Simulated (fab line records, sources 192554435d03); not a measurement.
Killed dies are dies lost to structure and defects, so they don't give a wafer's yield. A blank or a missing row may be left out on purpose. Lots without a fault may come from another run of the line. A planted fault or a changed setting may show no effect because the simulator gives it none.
Chamber matching | flow n5_finfet | N5_BEOL_M10_ILD_DEP_00 on pecvd-02: 3 sister chambers
The step deposits SiCOH lowk from DEMS/porogen, target thk 308.51 nm, time 58 s. 3 wafers are shown with their chamber, then 9 later ones without.

WAFERS WITH THEIR CHAMBER
wafer  | chamber | throttle_valve_pct (%)
L087.6 | 0       | 13.8
L091.1 | 1       | 14.5
L091.4 | 2       | 12.7

WAFERS WITHOUT THEIR CHAMBER
wafer  | throttle_valve_pct (%)
L092.2 | 14.1
L092.4 | 14.0
L092.6 | 14.0
L094.2 | 12.7
L094.3 | 14.2
L094.5 | 14.3
L095.1 | 14.0
L095.2 | 12.7
L095.4 | 12.8

WHICH CHAMBER EACH WENT THROUGH
wafer  | from the rows above     | in truth
L092.2 | can't be placed: 0 or 1 | 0
L092.4 | can't be placed: 0 or 1 | 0
L092.6 | can't be placed: 0 or 1 | 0
L094.2 | 2                       | 2
L094.3 | can't be placed: 1 or 0 | 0
L094.5 | can't be placed: 1 or 0 | 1
L095.1 | can't be placed: 0 or 1 | 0
L095.2 | 2                       | 2
L095.4 | 2                       | 2
Placed correctly: 3 of 9. Can't be placed from these rows: 6 (the true chamber is among the candidates in 6). Placed wrongly: 0.
How it was worked out, from the rows above alone: a wafer's distance from a chamber is the root of the sum, over the readings, of the square of ((its reading less the chamber's mean) divided by the reading's scatter). The wafer belongs to the nearest chamber; if the next one is less than 2 further off, it can't be placed. A chamber's mean is the mean of its shown wafers. The scatter: with one shown wafer a chamber, the root of the mean of the squares of how far each hidden wafer lies from its nearest shown one.
